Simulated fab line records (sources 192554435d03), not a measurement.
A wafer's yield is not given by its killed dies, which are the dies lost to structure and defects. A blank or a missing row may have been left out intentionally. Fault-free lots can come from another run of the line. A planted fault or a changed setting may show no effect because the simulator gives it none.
Struck lot and sound lot, side by side    flow n5-finfet    19 steps out of a route of 1938
Sound: these wafers, L938.2, L938.4, L938.6. Struck: wafer L930.1 (left out: L930.5, L930.6 of the same lot, which were not struck); the cause appears at the end.
At each step with rows: each side's tool, then ch and its chambers, then its first start. Under that, the readings that differ: sound wafers    struck wafers    difference of the means    sigmas: that difference in standard deviations of wafers without a fault.
alike: words and numbers the same on both sides, and readings whose means are apart by under 2 such deviations; not compared: readings that were withheld, readings missing a value for some wafer, numbers with overlapping values and no deviation given by the record, and bounds like >300 which may hide the same value.
A row with sigmas, a row that says differs or no value, or rows on one side alone: a step with any of these is where the two part. Numbers that have no deviation but don't overlap get no sigmas and don't part them. Lack of a reading on every wafer of one side parts them only where that side has two or more wafers.

N5_BEOL_M13_CMP_49: polishes, stops on SiOC, t overpolish 17.1 s, target thk 420 nm.
  sound on cmp-03 ch 0,1,2, day 14 15:11; struck on cmp-03 ch 3, day 12 20:41
reading                       sound              struck  difference  sigmas
retaining-ring-pressure-frac  0.995 0.994 1.009  0.989   -0.010      -2
  alike: barrier-field-endpoint-s, clearing-platen-down-force-psi, motor-current-A, overpolish-run-s
N5_BEOL_M13_THK_MEAS_50: measures by xrf.
  sound: film-metro-01 at day 14 15:27; struck: film-metro-02 at day 12 20:55
  alike: M13_THK
then, 1 step without rows for these wafers: N5_BEOL_M13_PRE_CLEAN_52 (time 15 s).
N5_BEOL_M13_DEP_53: deposits SiCN from 3MS/NH3, target thk 50 nm, time 17.8 s.
  sound on pecvd-04 ch 0,1,2, day 14 15:31; struck on pecvd-03 ch 0, day 12 20:58
reading                          sound              struck  difference  sigmas
showerhead-plenum-p-Torr (Torr)  4.177 4.135 4.161  4.211   +0.053      +2
  alike: showerhead-vpp-V, throttle-valve-pct
N5_BEOL_M13_RS_MEAS_54: a four-point-probe measurement.
  sound: film-metro-01 at day 14 15:35; struck: film-metro-01 at day 12 21:02
  alike: M13_RS
N5_BEOL_M13_INSPECT_55: inspects for defects (darkfield).
  sound: defect-inspect-02 at day 14 15:37; struck: defect-inspect-01 at day 12 21:04
  alike: raw-defect-count
N5_BEOL_M14_ILD_DEP_00: deposits SiO2 from TEOS/O2, target thk 1119.3 nm, time 237.4 s.
  sound on pecvd-02 ch 1,2, day 14 15:38; struck on pecvd-01 ch 0, day 12 21:06
  alike: heater-power-w, showerhead-plenum-p-Torr, showerhead-vpp-V, throttle-valve-pct
N5_BEOL_M14_THK_MEAS_01:
  sound: film-metro-02 at day 14 15:50; struck: film-metro-02 at day 12 21:17
reading           sound           struck  difference  sigmas
M14_ILD_THK (nm)  1118 1133 1137  1088    -41         -3
then, 4 steps without rows for these wafers: N5_BEOL_M14_COAT_58 (time 60 s, resist thk 89 nm); N5_BEOL_M14_COAT_04 (resist thk 800 nm); N5_BEOL_M14_EBR_06; N5_BEOL_M14_SOFTBAKE_05 (time 60 s).
N5_BEOL_M14_EXPOSE_07: exposes mask V13.
  sound on krf-scanner-01 ch 0, day 14 16:06; struck on krf-scanner-02 ch 0, day 12 21:25
  alike: mask
then, 3 steps without rows for these wafers: N5_BEOL_M14_PEB_08 (peb time 90 s); N5_BEOL_M14_DEVELOP_09 (develop time 45 s); N5_BEOL_M14_HARDBAKE_14 (time 120 s).
N5_BEOL_M14_CD_MEAS_10: the cd target is 250 nm.
  sound on cd-sem-02 ch 0, day 14 16:16; struck on cd-sem-03 ch 0, day 12 21:36
reading     sound              struck  difference  sigmas
cd-nm (nm)  249.1 249.5 249.2  242.3   -7.0        -6
N5_BEOL_M14_OVL_MEAS_11:
  sound on overlay-01 ch 0, day 14 16:18; struck on overlay-01 ch 0, day 12 21:38
  alike: V13_OVL
N5_PASSIVATION_PROBE_49:
  rows exist in the record for the struck wafers here (prober-01, day 13 21:55), but not for the sound ones

## WHERE THEY PART
At N5_BEOL_M13_CMP_49 first; at N5_PASSIVATION_PROBE_49 last (within this record only).

WHY: what the simulator had put in
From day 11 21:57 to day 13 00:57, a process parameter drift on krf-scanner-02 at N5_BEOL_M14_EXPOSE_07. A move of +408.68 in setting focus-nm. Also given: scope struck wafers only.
